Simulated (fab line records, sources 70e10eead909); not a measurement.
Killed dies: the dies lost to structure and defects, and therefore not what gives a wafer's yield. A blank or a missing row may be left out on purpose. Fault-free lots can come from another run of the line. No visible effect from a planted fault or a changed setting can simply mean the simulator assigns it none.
Chamber matching || flow nand harc || NHARC_A_DECK1_JOINT_ETCHBACK_07 on rie si-01: 4 sister chambers
The step etches the open film in HBr, target depth 105 nm, time 26.9 s. 8 wafers are shown with their chamber, then 9 later ones without.

## WAFERS PAIRED WITH THEIR CHAMBERS
{"wafer": "L077.4", "chamber": 3, "drypump motor current A (A)": 6.1, "oes product au (a.u.)": 1.002}
{"wafer": "L083.5", "chamber": 2, "drypump motor current A (A)": 5.0, "oes product au (a.u.)": 0.987}
{"wafer": "L084.2", "chamber": 0, "drypump motor current A (A)": 5.6, "oes product au (a.u.)": 0.979}
{"wafer": "L084.5", "chamber": 1, "drypump motor current A (A)": 5.5, "oes product au (a.u.)": 1.032}
{"wafer": "L084.6", "chamber": 2, "drypump motor current A (A)": 5.0, "oes product au (a.u.)": 0.982}
{"wafer": "L088.1", "chamber": 1, "drypump motor current A (A)": 5.4, "oes product au (a.u.)": 1.018}
{"wafer": "L088.3", "chamber": 3, "drypump motor current A (A)": 6.1, "oes product au (a.u.)": 1.007}
{"wafer": "L088.4", "chamber": 0, "drypump motor current A (A)": 5.6, "oes product au (a.u.)": 0.999}

## WAFERS WITHOUT THEIR CHAMBER
{"wafer": "L091.4", "drypump motor current A (A)": 6.1, "oes product au (a.u.)": 1.007}
{"wafer": "L091.5", "drypump motor current A (A)": 5.4, "oes product au (a.u.)": 1.032}
{"wafer": "L091.6", "drypump motor current A (A)": 5.0, "oes product au (a.u.)": 0.976}
{"wafer": "L093.2", "drypump motor current A (A)": 5.5, "oes product au (a.u.)": 0.996}
{"wafer": "L093.5", "drypump motor current A (A)": 6.0, "oes product au (a.u.)": 1.004}
{"wafer": "L093.6", "drypump motor current A (A)": 5.0, "oes product au (a.u.)": 0.981}
{"wafer": "L095.1", "drypump motor current A (A)": 5.4, "oes product au (a.u.)": 1.026}
{"wafer": "L095.4", "drypump motor current A (A)": 6.1, "oes product au (a.u.)": 1.006}
{"wafer": "L095.6", "drypump motor current A (A)": 5.4, "oes product au (a.u.)": 1.017}

## THE CHAMBER EACH PASSED THROUGH
{"wafer": "L091.4", "from the rows above": 3, "in truth": 3}
{"wafer": "L091.5", "from the rows above": 1, "in truth": 1}
{"wafer": "L091.6", "from the rows above": 2, "in truth": 2}
{"wafer": "L093.2", "from the rows above": "can't be placed: 0 or 1", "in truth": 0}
{"wafer": "L093.5", "from the rows above": 3, "in truth": 3}
{"wafer": "L093.6", "from the rows above": 2, "in truth": 2}
{"wafer": "L095.1", "from the rows above": 1, "in truth": 1}
{"wafer": "L095.4", "from the rows above": 3, "in truth": 3}
{"wafer": "L095.6", "from the rows above": 1, "in truth": 1}
Placed correctly: 8 of 9. Unplaceable from these rows: 1, with the true chamber sitting among the candidates in 1. Wrongly placed: 0.
How it was worked out, from the rows above alone: a wafer's distance from a chamber is the root of the sum, over the readings, of the square of ((its reading less the chamber's mean) divided by the reading's scatter). If the next closest chamber is less than 2 further off than the closest, the wafer can't be placed; otherwise it belongs to the closest. The mean given for a chamber averages the wafers shown for that chamber. How the scatter is found: for the shown wafers, subtract from each reading the mean of its chamber, square and add these, divide the total by (wafers less chambers), then take the root.
